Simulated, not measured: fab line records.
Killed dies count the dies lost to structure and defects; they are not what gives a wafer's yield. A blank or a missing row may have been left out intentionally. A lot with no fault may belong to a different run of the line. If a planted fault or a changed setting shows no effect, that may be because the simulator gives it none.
The tool behind it: which one? | flow n5_finfet | Sampling: 24 lots, 72 wafers, 2 of 1938 route steps

## WHAT THE GAUGES READ, wafer by wafer
N5_FIN_SAQP_OCD_MEAS_76. Usual: 119.6 nm for trench_depth_nm, sd 2.2.
lot  | measured    | on     | trench_depth_nm (nm) | flag
L074 | day 2 05:05 | ocd-02 | 119.2 122.4 121.9    |
L075 | day 2 09:06 | ocd-01 | 123.0 118.3 120.5    |
L076 | day 2 16:08 | ocd-02 | 116.4 119.9 119.1    |
L077 | day 2 21:37 | ocd-01 | 118.1 122.5 118.1    |
L078 | day 3 03:47 | ocd-02 | 118.6 119.8 122.2    |
L079 | day 3 10:41 | ocd-02 | 123.2 116.9 117.8    |
L080 | day 3 15:16 | ocd-01 | 119.6 117.2 123.5    |
L081 | day 3 22:53 | ocd-01 | 116.8 121.7 119.4    |
L082 | day 4 05:05 | ocd-02 | 117.5 118.3 117.7    |
L083 | day 4 11:49 | ocd-01 | 122.0 122.2 120.7    |
L084 | day 4 20:30 | ocd-01 | 120.0 120.7 122.1    |
L085 | day 5 04:23 | ocd-02 | 122.0 120.7 122.6    |
L086 | day 5 04:50 | ocd-01 | 116.0 116.2 119.4    |
L087 | day 5 09:43 | ocd-02 | 117.0 120.8 116.4    |
L088 | day 5 15:40 | ocd-02 | 118.2 117.6 119.0    |
L089 | day 5 20:40 | ocd-02 | 120.7 121.9 120.1    |
L090 | day 6 04:53 | ocd-02 | 122.6 120.7 118.0    |
L091 | day 6 08:22 | ocd-01 | 122.1 120.6 120.0    |
L092 | day 6 15:10 | ocd-02 | 121.4 118.3 121.9    |
L093 | day 6 21:04 | ocd-02 | 121.6 124.6 124.7    |
L094 | day 7 01:44 | ocd-01 | 118.0 116.8 122.4    |
L095 | day 7 07:47 | ocd-02 | 118.0 118.1 121.6    |
L096 | day 7 20:51 | ocd-02 | 121.4 122.2 120.9    |
L097 | day 7 21:13 | ocd-02 | 117.4 116.9 117.1    |

N5_FIN_CUT_OVL_MEAS_09. Usual: for FIN_CUT_OVL the level is -0.2 nm and the standard deviation is 0.69.
lot  | measured    | on         | FIN_CUT_OVL (nm) | flag
L074 | day 2 05:35 | overlay-02 | 0.2 0.0 -0.2     |
L075 | day 2 09:28 | overlay-01 | -1.3 -1.7 -0.4   |
L076 | day 2 16:30 | overlay-02 | 0.0 0.0 0.5      |
L077 | day 2 22:07 | overlay-02 | -1.0 -1.2 -1.1   |
L078 | day 3 04:16 | overlay-02 | -0.2 -1.2 -0.6   |
L079 | day 3 11:11 | overlay-01 | -0.7 0.0 -0.4    |
L080 | day 3 15:38 | overlay-02 | -0.4 -0.5 -0.5   |
L081 | day 3 23:15 | overlay-02 | -0.6 -1.5 -1.1   |
L082 | day 4 05:27 | overlay-02 | -0.6 -0.3 -0.3   |
L083 | day 4 12:19 | overlay-01 | -0.3 -0.1 -0.8   |
L084 | day 4 20:59 | overlay-02 | 0.3 0.7 0.0      |
L085 | day 5 04:53 | overlay-02 | -0.1 0.0 0.3     |
L086 | day 5 05:13 | overlay-01 | -0.3 -0.3 -0.1   |
L087 | day 5 10:13 | overlay-01 | -0.6 -0.6 -1.0   |
L088 | day 5 16:03 | overlay-01 | 0.8 0.2 0.3      |
L089 | day 5 21:10 | overlay-02 | 0.0 0.7 0.4      |
L090 | day 6 05:16 | overlay-01 | -1.5 0.8 -0.1    |
L091 | day 6 08:52 | overlay-01 | 0.2 -0.9 0.3     |
L092 | day 6 15:32 | overlay-02 | 1.6 1.1 1.3      |
L093 | day 6 21:26 | overlay-02 | -0.6 -0.2 0.7    |
L094 | day 7 02:13 | overlay-02 | 0.2 -0.4 -0.3    |
L095 | day 7 08:16 | overlay-02 | -1.1 -0.9 -0.6   |
L096 | day 7 21:13 | overlay-01 | 0.1 0.8 0.8      |
L097 | day 7 21:35 | overlay-01 | 0.4 -0.3 0.5     |

## EACH LOT AND THE TOOL THAT RAN IT (in order: tool; ch and the chambers of the sampled wafers; start)
The record holds no process step before these readings.

## AS READ BY THE TOOLS THEMSELVES (means over the sampled wafers that have a number; for cases with no such wafer, the mark the record gives instead)
The record holds no such reading with a usual standard deviation.

## THE ANSWER, worked out from the rows above alone
Rule: a lot counts as off when the mean over its wafers that have a number is more than 3 standard deviations away from the usual mean. A lot without any number at a reading at which 4 lots or more have one is off too. Where the step has rows for the other lots, those lots are counted as sound. Order of review: gauges by route order, followed by the tools' own readings, for which a lot's mean as printed above is used. The first step at which some lot is off is used, and at that step the reading that is off furthest; a lot without a number counts as furthest.
No lot is off at any reading shown: from this, nothing can be told.

## WHAT WAS PUT IN BY THE SIMULATOR
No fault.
